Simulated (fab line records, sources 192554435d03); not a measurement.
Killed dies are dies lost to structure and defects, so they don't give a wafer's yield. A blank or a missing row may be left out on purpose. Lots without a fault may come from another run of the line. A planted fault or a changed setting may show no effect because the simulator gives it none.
Split-lot experiment | flow n5_finfet | 7 lots, 21 wafers read, on a route of 1938 steps

THE SPLIT
At N5_SD_EPI_N_EXPOSE_06 (exposes mask SD N BLK, target cd 120 nm), the setting dose_mj was moved away from the recipe's 39.75 on 7 of the 21 wafers read, by -7.5% to +6.7%. The other wafers ran this setting at the recipe's value.

FROM THE SPLIT TO THE READING: what the file shows between them, 1 step
- N5_SD_EPI_N_DEVELOP_08: develop time 30 s (also split here: develop_time_s)

THE READING
cd_nm, in nm, at N5_SD_EPI_N_CD_MEAS_09 (target cd 120 nm). Fault-free wafers of this fab line usually give 120.0 nm, standard deviation 0.79 nm.

wafer  | tool, chamber at the split | dose_mj as run | against the recipe | cd_nm, nm | against lot-mates on the recipe
L074.2 | arfi_scanner-01, 0         | 39.75          | recipe             | 119.7     | -
L074.3 | arfi_scanner-01, 0         | 42.32          | +6.5%              | 123.8     | +4.5
L074.6 | arfi_scanner-01, 0         | 39.75          | recipe             | 118.9     | -
L076.1 | arfi_scanner-03, 0         | 38.09          | -4.2%              | 117.4     | -3.4
L076.2 | arfi_scanner-03, 0         | 39.75          | recipe             | 120.8     | -
L076.5 | arfi_scanner-03, 0         | 38.09          | -4.2%              | 116.2     | -4.6
L083.2 | arfi_scanner-02, 0         | 39.75          | recipe             | 119.2     | -
L083.3 | arfi_scanner-02, 0         | 39.75          | recipe             | 120.0     | -
L083.5 | arfi_scanner-02, 0         | 39.75          | recipe             | 121.2     | -
L084.1 | arfi_scanner-03, 0         | 42.43          | +6.7%              | 123.8     | +3.9
L084.3 | arfi_scanner-03, 0         | 39.75          | recipe             | 120.4     | -
L084.6 | arfi_scanner-03, 0         | 39.75          | recipe             | 119.4     | -
L092.1 | arfi_scanner-03, 0         | 39.75          | recipe             | 118.7     | -
L092.4 | arfi_scanner-03, 0         | 39.75          | recipe             | 119.6     | -
L092.6 | arfi_scanner-03, 0         | 36.78          | -7.5%              | 113.9     | -5.2
L094.1 | arfi_scanner-02, 0         | 39.75          | recipe             | 118.6     | -
L094.3 | arfi_scanner-02, 0         | 39.75          | recipe             | 121.3     | -
L094.5 | arfi_scanner-02, 0         | 37.5           | -5.7%              | 116.5     | -3.4
L095.1 | arfi_scanner-03, 0         | 39.75          | recipe             | 120.9     | -
L095.2 | arfi_scanner-03, 0         | 41.19          | +3.6%              | 122.6     | +2.4
L095.4 | arfi_scanner-03, 0         | 39.75          | recipe             | 119.4     | -

THE FIT
A straight line over all 21 wafers: cd_nm changes by +0.675 nm for each +1% of dose_mj; r = +0.94; the points scatter about the line by 0.84 nm.
The same after taking each lot's own level away (the mean of its wafers on the recipe; 21 wafers): +0.698 nm for each +1%; r = +0.95; scatter 0.78 nm.
On that fit, the largest move of dose_mj shifts the reading by 5.2 nm.
The lots' own levels span 119.15 to 120.80 nm, that is 2.1 times the standard deviation above.
So the lot-to-lot level changes the slope little: the two slopes agree.
Check: with one of the wafers moved furthest among these (-7.5%) left out of the fit, the line predicts -5.38 nm for it against its lot-mates. It came out at -5.25 nm against them.

OTHER SPLITS ON THESE WAFERS
These wafers also went through other splits before the reading. Each is held against what the fit with the lots' levels taken away leaves over:
other split on the same wafers                    | wafers away from the commonest value | r with cd_nm (lot level and that fit taken away)
N5_PMOS_HMC_CHANNEL_EPI_EXPOSE_06 dose_mj         | 7                                    | -0.07
N5_PMOS_HMC_CHANNEL_EPI_DEVELOP_08 develop_time_s | 9                                    | +0.19
N5_FIN_SAQP_SPACER1_ALD_24 ald_cycles             | 4                                    | +0.38
N5_FIN_SAQP_ETCH_65 time_s                        | 11                                   | +0.10
N5_SD_EPI_N_DEVELOP_08 develop_time_s             | 7                                    | +0.54

THE WHOLE CHAIN: every reading that the file lists as answering this split, in the file's order
step                   | what it does                                           | reading                                                         | change (the file's fit)               | r (the file's)
N5_SD_EPI_N_CD_MEAS_09 | target cd 120 nm                                       | cd_nm                                                           | +0.679 nm for each +1% of the setting | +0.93
N5_SD_EPI_N_DESCUM_14  | chemistry O2, time 7.9 s                               | SD_EPI_N.cd_nm (the simulator's own value, which no gauge read) | +0.66 nm for each +1% of the setting  | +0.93
N5_SD_EPI_N_ETCH_34    | etches SiARC in CF4, target depth 45.5 nm, time 75.8 s | SD_EPI_N.cd_nm (the simulator's own value, which no gauge read) | +0.648 nm for each +1% of the setting | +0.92

THE FILE'S OWN FIT
cd_nm changes by +0.679 nm for each +1% of dose_mj, r = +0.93.
